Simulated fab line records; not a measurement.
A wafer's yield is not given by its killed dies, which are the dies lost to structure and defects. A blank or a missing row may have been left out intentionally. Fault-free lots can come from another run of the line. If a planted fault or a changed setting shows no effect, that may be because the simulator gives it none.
Matching of chambers :: flow n5_finfet :: N5_BEOL_M3_ETCH_69 on rie_diel-03: 4 sister chambers
The step etches SiARC in CF4, target depth 15.6 nm, time 26 s. 8 wafers are shown with their chamber, then 9 later ones without.

== WAFERS PAIRED WITH THEIR CHAMBERS ==
wafer: L083.3
chamber: 0
showerhead_plenum_p_Torr (Torr): 2.19
drypump_motor_current_A (A): 5.62

wafer: L085.2
chamber: 1
showerhead_plenum_p_Torr (Torr): 2.21
drypump_motor_current_A (A): 6.40

wafer: L085.3
chamber: 0
showerhead_plenum_p_Torr (Torr): 2.19
drypump_motor_current_A (A): 5.59

wafer: L085.4
chamber: 3
showerhead_plenum_p_Torr (Torr): 2.07
drypump_motor_current_A (A): 5.50

wafer: L093.2
chamber: 1
showerhead_plenum_p_Torr (Torr): 2.21
drypump_motor_current_A (A): 6.33

wafer: L091.2
chamber: 2
showerhead_plenum_p_Torr (Torr): 2.27
drypump_motor_current_A (A): 5.70

wafer: L091.4
chamber: 2
showerhead_plenum_p_Torr (Torr): 2.27
drypump_motor_current_A (A): 5.71

wafer: L091.5
chamber: 3
showerhead_plenum_p_Torr (Torr): 2.06
drypump_motor_current_A (A): 5.48

== WAFERS WITH NO CHAMBER GIVEN ==
wafer: L094.3
showerhead_plenum_p_Torr (Torr): 2.26
drypump_motor_current_A (A): 5.72

wafer: L094.4
showerhead_plenum_p_Torr (Torr): 2.18
drypump_motor_current_A (A): 5.64

wafer: L094.5
showerhead_plenum_p_Torr (Torr): 2.18
drypump_motor_current_A (A): 5.60

wafer: L092.1
showerhead_plenum_p_Torr (Torr): 2.06
drypump_motor_current_A (A): 5.44

wafer: L092.2
showerhead_plenum_p_Torr (Torr): 2.18
drypump_motor_current_A (A): 5.60

wafer: L092.5
showerhead_plenum_p_Torr (Torr): 2.26
drypump_motor_current_A (A): 5.70

wafer: L095.2
showerhead_plenum_p_Torr (Torr): 2.18
drypump_motor_current_A (A): 5.64

wafer: L095.3
showerhead_plenum_p_Torr (Torr): 2.26
drypump_motor_current_A (A): 5.71

wafer: L095.5
showerhead_plenum_p_Torr (Torr): 2.06
drypump_motor_current_A (A): 5.46

== EACH ONE'S CHAMBER ==
wafer: L094.3
from the rows above: 2
in truth: 2

wafer: L094.4
from the rows above: 0
in truth: 0

wafer: L094.5
from the rows above: 0
in truth: 0

wafer: L092.1
from the rows above: 3
in truth: 3

wafer: L092.2
from the rows above: 0
in truth: 0

wafer: L092.5
from the rows above: 2
in truth: 2

wafer: L095.2
from the rows above: 0
in truth: 0

wafer: L095.3
from the rows above: 2
in truth: 2

wafer: L095.5
from the rows above: 3
in truth: 3
Correctly placed: 9 of 9. Can't be placed from these rows: 0. Placed wrongly: 0.
How it was worked out, from the rows above alone: a wafer's distance from a chamber is the root of the sum, over the readings, of the square of ((its reading less the chamber's mean) divided by the reading's scatter). If the next closest chamber is less than 2 further off than the closest, the wafer can't be placed; otherwise it belongs to the closest. For every chamber, the mean is computed from those of its wafers that are shown. The scatter is the square root of a quotient: the sum, over the shown wafers, of each reading's squared deviation from its chamber's mean, divided by wafers minus chambers.
